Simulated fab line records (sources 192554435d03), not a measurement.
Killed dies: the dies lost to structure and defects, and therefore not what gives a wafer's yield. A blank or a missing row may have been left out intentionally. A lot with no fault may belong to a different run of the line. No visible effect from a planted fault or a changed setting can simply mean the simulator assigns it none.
Matching of chambers    flow n5_finfet    N5_BEOL_M5_CURE_80 on uv_cure-01: 3 sister chambers
The step cures SiCOH lowk, time 120 s. 18 wafers are shown with their chamber, then 9 later ones without.

== WAFERS, EACH WITH ITS CHAMBER ==
wafer   chamber  wafer_temp_C_max  lamp_power_pct (%)
L074.3  0        371.6             52.36
L074.4  0        371.4             52.29
L074.5  0        371.1             52.43
L077.1  0        372.5             52.38
L077.3  0        372.3             52.14
L077.6  0        371.7             52.28
L078.1  1        370.4             52.26
L078.4  1        371.0             52.25
L078.5  1        370.8             52.37
L083.3  2        371.9             52.41
L083.5  2        372.1             52.23
L083.6  2        371.6             52.29
L084.2  1        370.9             52.26
L084.5  1        371.0             52.35
L084.6  1        370.9             52.31
L085.2  0        372.4             52.34
L085.3  0        372.1             52.37
L085.5  0        372.4             52.30

SIGNATURES (averages over the wafers above)
reading           chamber 0  chamber 1  chamber 2  scatter within a chamber
wafer_temp_C_max  371.944    370.833    371.867    0.404
lamp_power_pct    52.3211    52.3000    52.3100    0.0755
Rule: for each reading, subtract the chamber's mean from the wafer's reading, divide by that reading's scatter and square the result; add these up over the readings and take the root, which gives the wafer's distance from the chamber. If the next closest chamber is less than 2 further off than the closest, the wafer can't be placed; otherwise it belongs to the closest. The scatter: take each reading less its chamber's mean, square it, sum over the shown wafers, divide by the number of wafers less the number of chambers, and take the root.

== WAFERS WITH NO CHAMBER GIVEN ==
wafer   wafer_temp_C_max  lamp_power_pct (%)
L087.3  371.8             52.36
L087.4  371.6             52.22
L087.5  371.6             52.27
L089.1  371.7             52.22
L089.3  372.2             52.35
L089.5  371.7             52.38
L091.1  371.5             52.26
L091.4  371.1             52.35
L091.5  371.1             52.30

== WHICH CHAMBER EACH ONE RAN IN ==
wafer   from the rows above           in truth
L087.3  can't be placed: 0 or 2 or 1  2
L087.4  can't be placed: 2 or 0 or 1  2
L087.5  can't be placed: 2 or 0 or 1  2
L089.1  can't be placed: 2 or 0 or 1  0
L089.3  can't be placed: 0 or 2       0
L089.5  can't be placed: 0 or 2 or 1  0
L091.1  can't be placed: 2 or 0 or 1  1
L091.4  can't be placed: 1 or 2 or 0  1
L091.5  can't be placed: 1 or 2 or 0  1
Correctly placed: 0 of 9. Not placeable from these rows: 9 (in 9, the candidates include the true chamber). Placed wrongly: 0.
